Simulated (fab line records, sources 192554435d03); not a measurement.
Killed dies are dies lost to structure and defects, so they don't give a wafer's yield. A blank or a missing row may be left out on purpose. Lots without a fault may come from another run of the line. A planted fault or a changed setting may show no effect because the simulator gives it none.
Chamber matching | flow n5_finfet | N5_SDB_CUT_ETCH_26 on rie_si-05: 4 sister chambers
The step etches Si in HBr/Cl2/O2, target depth 129.6 nm, bt time 20 s, time 51.8 s. 4 wafers are shown with their chamber, then 7 later ones without.

WAFERS WITH THEIR CHAMBER
wafer  | chamber | oes_product_au (a.u.)
L084.1 | 3       | 0.997
L084.4 | 0       | 0.984
L085.1 | 1       | 1.007
L085.2 | 2       | 1.022

WAFERS WITHOUT THEIR CHAMBER
wafer  | oes_product_au (a.u.)
L085.6 | 0.992
L093.1 | 1.013
L093.4 | 0.994
L093.5 | 1.020
L097.1 | 0.994
L097.2 | 0.995
L097.5 | 1.013

WHICH CHAMBER EACH WENT THROUGH
wafer  | from the rows above     | in truth
L085.6 | can't be placed: 3 or 0 | 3
L093.1 | can't be placed: 1 or 2 | 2
L093.4 | can't be placed: 3 or 0 | 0
L093.5 | 2                       | 2
L097.1 | can't be placed: 3 or 0 | 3
L097.2 | 3                       | 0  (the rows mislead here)
L097.5 | can't be placed: 1 or 2 | 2
Placed correctly: 1 of 7. Can't be placed from these rows: 5 (the true chamber is among the candidates in 5). Placed wrongly: 1.
How it was worked out, from the rows above alone: a wafer's distance from a chamber is the root of the sum, over the readings, of the square of ((its reading less the chamber's mean) divided by the reading's scatter). The wafer belongs to the nearest chamber; if the next one is less than 2 further off, it can't be placed. A chamber's mean is the mean of its shown wafers. The scatter: with one shown wafer a chamber, the root of the mean of the squares of how far each hidden wafer lies from its nearest shown one.
